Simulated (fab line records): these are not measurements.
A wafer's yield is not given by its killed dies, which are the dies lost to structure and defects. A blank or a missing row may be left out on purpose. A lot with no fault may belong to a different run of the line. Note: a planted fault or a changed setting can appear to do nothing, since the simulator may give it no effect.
Matching of chambers / flow nand harc / NHARC_A_WL_FILL_ALD_10 on ald hk-04 has 4 sister chambers
The step deposits SiO2, target thk 50 nm, pulse time 10 s, ald cycles 500. 8 wafers are shown with their chamber, then 7 later ones without.

## WAFERS, EACH WITH ITS CHAMBER
wafer=L380.5; chamber=2; heater power w (W)=516; precursor pulse height rel=1.000
wafer=L382.2; chamber=0; heater power w (W)=466; precursor pulse height rel=1.013
wafer=L392.4; chamber=0; heater power w (W)=485; precursor pulse height rel=0.977
wafer=L395.4; chamber=1; heater power w (W)=495; precursor pulse height rel=1.024
wafer=L395.1; chamber=3; heater power w (W)=469; precursor pulse height rel=0.962
wafer=L395.5; chamber=1; heater power w (W)=491; precursor pulse height rel=0.992
wafer=L399.1; chamber=3; heater power w (W)=461; precursor pulse height rel=0.991
wafer=L399.2; chamber=2; heater power w (W)=503; precursor pulse height rel=0.996

## WAFERS MISSING THEIR CHAMBER
wafer=L399.3; heater power w (W)=500; precursor pulse height rel=1.001
wafer=L400.1; heater power w (W)=495; precursor pulse height rel=1.031
wafer=L400.3; heater power w (W)=482; precursor pulse height rel=1.002
wafer=L400.5; heater power w (W)=478; precursor pulse height rel=0.978
wafer=L403.1; heater power w (W)=498; precursor pulse height rel=0.992
wafer=L403.2; heater power w (W)=485; precursor pulse height rel=0.997
wafer=L403.3; heater power w (W)=480; precursor pulse height rel=0.973

## CHAMBER TAKEN BY EACH
wafer=L399.3; from the rows above=can't be placed: 1 or 2 or 0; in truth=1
wafer=L400.1; from the rows above=can't be placed: 1 or 2 or 0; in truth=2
wafer=L400.3; from the rows above=can't be placed: 0 or 1 or 3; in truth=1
wafer=L400.5; from the rows above=can't be placed: 0 or 3 or 1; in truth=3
wafer=L403.1; from the rows above=can't be placed: 1 or 2 or 0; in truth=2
wafer=L403.2; from the rows above=can't be placed: 1 or 0 or 3 or 2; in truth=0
wafer=L403.3; from the rows above=can't be placed: 0 or 3 or 1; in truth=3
Correct placement for 0 of the 7. Unplaceable from these rows: 7, with the true chamber sitting among the candidates in 7. Number placed wrongly: 0.
How it was worked out, from the rows above alone: a wafer's distance from a chamber is the root of the sum, over the readings, of the square of ((its reading less the chamber's mean) divided by the reading's scatter). The wafer belongs to the nearest chamber; if the next one is less than 2 further off, it can't be placed. The mean given for a chamber averages the wafers shown for that chamber. The scatter: take each reading less its chamber's mean, square it, sum over the shown wafers, divide by the number of wafers less the number of chambers, and take the root.
